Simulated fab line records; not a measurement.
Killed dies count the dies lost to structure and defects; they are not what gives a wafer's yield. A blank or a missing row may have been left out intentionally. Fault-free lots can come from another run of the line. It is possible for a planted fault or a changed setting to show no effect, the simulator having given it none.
Matching of chambers | flow nand_harc | NHARC_P_GATE_ETCH_104 on rie_diel-04: 4 sister chambers
The step etches the open film in CF4/CHF3, target depth 60 nm. 4 wafers are shown with their chamber, then 10 later ones without.

## WAFERS, EACH WITH ITS CHAMBER
wafer  | chamber | showerhead_plenum_p_Torr (Torr)
L083.5 | 2       | 1.48
L085.1 | 3       | 1.66
L087.1 | 1       | 1.47
L087.5 | 0       | 1.62

## WAFERS WITH NO CHAMBER GIVEN
wafer  | showerhead_plenum_p_Torr (Torr)
L087.6 | 1.66
L089.1 | 1.66
L089.2 | 1.48
L089.4 | 1.62
L095.1 | 1.47
L095.3 | 1.46
L095.4 | 1.61
L094.1 | 1.47
L094.3 | 1.46
L094.4 | 1.66

## WHICH CHAMBER EACH WENT THROUGH
wafer  | from the rows above     | in truth
L087.6 | 3                       | 3
L089.1 | 3                       | 3
L089.2 | can't be placed: 2 or 1 | 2
L089.4 | 0                       | 0
L095.1 | can't be placed: 1 or 2 | 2
L095.3 | can't be placed: 1 or 2 | 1
L095.4 | 0                       | 0
L094.1 | can't be placed: 1 or 2 | 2
L094.3 | can't be placed: 1 or 2 | 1
L094.4 | 3                       | 3
Correctly placed: 5 of 10. These rows do not allow placing 5 (true chamber among the candidates in 5). Wrongly placed: 0.
How it was worked out, from the rows above alone: a wafer's distance from a chamber is the root of the sum, over the readings, of the square of ((its reading less the chamber's mean) divided by the reading's scatter). If the next closest chamber is less than 2 further off than the closest, the wafer can't be placed; otherwise it belongs to the closest. Each chamber's mean is taken over the wafers shown for it. The scatter: root of mean squared gap, hidden wafer to nearest shown wafer, with one shown wafer a chamber.
